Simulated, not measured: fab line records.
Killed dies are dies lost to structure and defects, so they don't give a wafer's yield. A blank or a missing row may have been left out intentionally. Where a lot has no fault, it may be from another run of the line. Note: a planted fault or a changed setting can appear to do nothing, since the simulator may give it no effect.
A struck lot beside a sound one    flow n5 finfet    28 steps out of a route of 1938
Sound: wafers L569.2, L569.4, L569.5. Struck: wafer L585.4 (left out: L585.3, L585.5 of the same lot, which were not struck); the cause appears at the end.
Each step with rows lists, per side, the tool, then ch with its chambers, then its first start. Under that, the readings that differ: sound wafers    struck wafers    difference of the means    sigmas: that difference in standard deviations of wafers without a fault.
alike: readings whose means differ by less than 2 such deviations, and words and numbers that are the same on both sides. not compared: withheld readings, readings that some wafer has no value for, bounds like >300 that may hide the same value, and numbers for which the record gives no deviation and whose values overlap.
The two part at a step that has a row with sigmas, a row that says differs or no value, or rows on one side only. Non-overlapping numbers with no deviation appear without sigmas and do not part them. A reading that every wafer of one side lacks parts them only if that side has two wafers or more.

N5_BEOL_M15_CMP_49: polishes, stops on SiO2, t overpolish 4.9 s, target thk 850 nm.
  sound on cmp-02 ch 0,1,3, day 11 15:14; struck on cmp-03 ch 2, day 16 00:36
reading               sound              struck  difference  sigmas
overpolish run s (s)  4.889 4.902 4.886  4.910   +0.018      +2
  alike: barrier field endpoint s, head pressure psi, motor current A
N5_BEOL_M15_THK_MEAS_50: measures by xrf.
  struck on film metro-02, day 16 00:54; sound on film metro-01, day 11 15:29
  alike: M15_THK
then, 2 steps without rows for these wafers: N5_BEOL_M15_PRE_CLEAN_52 (time 15 s); N5_BEOL_M15_DEP_53 (deposits SiCN from 3MS/NH3, target thk 50 nm, time 17.8 s).
N5_BEOL_M15_RS_MEAS_54: uses a four-point probe to measure.
  struck on film metro-02, day 16 01:02; sound on film metro-01, day 11 15:37
  alike: M15_RS
N5_BEOL_M15_INSPECT_55: inspects for defects (darkfield).
  struck on defect inspect-02, day 16 01:03; sound on defect inspect-02, day 11 15:39
  alike: raw defect count
N5_BEOL_M15_RC_MEAS_101:
  sound on prober-01 ch 0, day 11 15:50; struck on prober-01 ch 0, day 16 01:23
reading           sound                    struck  difference  sigmas
COMB_M9 (S/m)     1.6e-11 1.5e-11 1.5e-11  9e-12   -6e-12      -2
SERP_M7 (ohm/um)  13.9 13.5 14.5           15.3    +1.3        +2
  alike: COMB_M10, COMB_M10_max_site, COMB_M11, COMB_M12, COMB_M13, COMB_M14, COMB_M15, COMB_M5, COMB_M6, COMB_M6_max_site, COMB_M7, COMB_M8, COMB_M8_max_site, SERP_M10, SERP_M11, SERP_M12, SERP_M13, SERP_M14, SERP_M5, SERP_M6, SERP_M8, SERP_M9
N5_PASSIVATION_PECVD_00: deposits SiO2 from SiH4/N2O, target thk 200 nm, time 11.2 s.
  sound on pecvd-01 ch 0,1, day 11 16:38; struck on pecvd-02 ch 1, day 16 02:02
reading                          sound           struck  difference  sigmas
heater power w (W)               672 539 681     859     +228        +2
showerhead plenum p Torr (Torr)  8.12 8.02 8.12  8.30    +0.21       +2
  alike: throttle valve pct
then, 1 step without rows for these wafers: N5_MIM_BOT_DEGAS_01 (time 60 s).
N5_MIM_BOT_SPUTTER_00: material TiN, target thk 35 nm, time 89.7 s.
  struck on pvd sputter-02, day 16 02:10; sound on pvd sputter-01, day 11 17:14
reading                 sound           struck  difference  sigmas
throttle valve pct (%)  29.9 29.7 29.9  32.7    +2.9        +2
N5_MIM_TOP_ALD_00: deposits Al2O3, purge time 3 s, co reactant pulse time 3 s.
  sound on ald hk-02 ch 0,3, day 11 17:20; struck on ald hk-01 ch 0, day 16 02:16
  alike: precursor pulse height rel
then, 1 step without rows for these wafers: N5_MIM_TOP_ALD_01 (deposits HfO2, target thk 5.6 nm, pulse time 1 s, purge time 3 s).
N5_MIM_TOP_ALD_02: deposits Al2O3, purge time 3 s, co reactant pulse time 3 s.
  sound on ald hk-02 ch 0,3, day 11 17:00; struck on ald hk-01 ch 0, day 16 02:00
  alike: precursor pulse height rel
N5_MIM_TOP_DEGAS_04: time 60 s.
  struck on pvd sputter-03, day 16 06:08; sound on pvd sputter-03, day 11 21:21
  alike: heater power w
then, 9 steps without rows for these wafers: N5_MIM_TOP_SPUTTER_03 (material TiN, target thk 35 nm, time 89.7 s); N5_MIM_TOP_LITHO_HMDS_01 (time 60 s); N5_MIM_TOP_LITHO_COAT_02; N5_MIM_TOP_LITHO_EBR_04; N5_MIM_TOP_LITHO_SOFTBAKE_03 (time 90 s); N5_MIM_TOP_LITHO_EXPOSE_05 (exposes mask MIM TOP, target cd 2000 nm); N5_MIM_TOP_LITHO_PEB_06; N5_MIM_TOP_LITHO_DEVELOP_07 (develop time 60 s); N5_MIM_TOP_LITHO_HARDBAKE_09 (time 120 s).
N5_MIM_TOP_LITHO_CD_MEAS_08: the cd target is 2000 nm.
  sound on cd sem-01 ch 0, day 11 21:55; struck on cd sem-02 ch 0, day 16 06:41
  alike: cd nm
N5_MIM_TOP_LITHO_OVL_MEAS_11:
  sound on overlay-02 ch 0, day 11 21:56; struck on overlay-02 ch 0, day 16 06:43
  alike: MIM_TOP_OVL
N5_MIM_TOP_LITHO_INSPECT_12: inspects for defects (macro).
  struck on defect inspect-01, day 16 06:44; sound on defect inspect-01, day 11 21:58
reading           sound  struck  difference  sigmas
raw defect count  2 2 1  >300    differs     
then, 1 step without rows for these wafers: N5_MIM_TOP_LITHO_DESCUM_10 (chemistry O2, time 7.9 s).
N5_PASSIVATION_PROBE_49:
  struck on prober-02, day 16 16:43; sound on prober-02, day 12 09:44
reading                   sound           struck  difference  sigmas
defect limited yield (%)  93.1 91.8 92.5  82.8    -9.7        -6
killed_at_M0_to_M3        21 28 24        49      +25         +2
killed at other           2 6 1           74      +71         +28
killed dies               81 97 89        203     +114        +6
killed on rim             6 13 12         33      +23         +5
killed open               58 53 53        82      +27         +2
sort_bin_5_function (%)   4.2 4.6 4.4     9.8     +5.4        +5
sort_bin_6_memory (%)     2.6 3.1 2.5     4.6     +1.9        +3
sort n pass               1099 1083 1091  977     -114        -6
sort yield pct (%)        93.1 91.8 92.5  82.8    -9.7        -6
  alike: killed_at_M4_up, killed at contacts, killed at front end, killed short

WHERE THEY PART
Last at N5_PASSIVATION_PROBE_49 as far as this record goes, first at N5_BEOL_M15_CMP_49.

WHY: whatever the simulator had introduced
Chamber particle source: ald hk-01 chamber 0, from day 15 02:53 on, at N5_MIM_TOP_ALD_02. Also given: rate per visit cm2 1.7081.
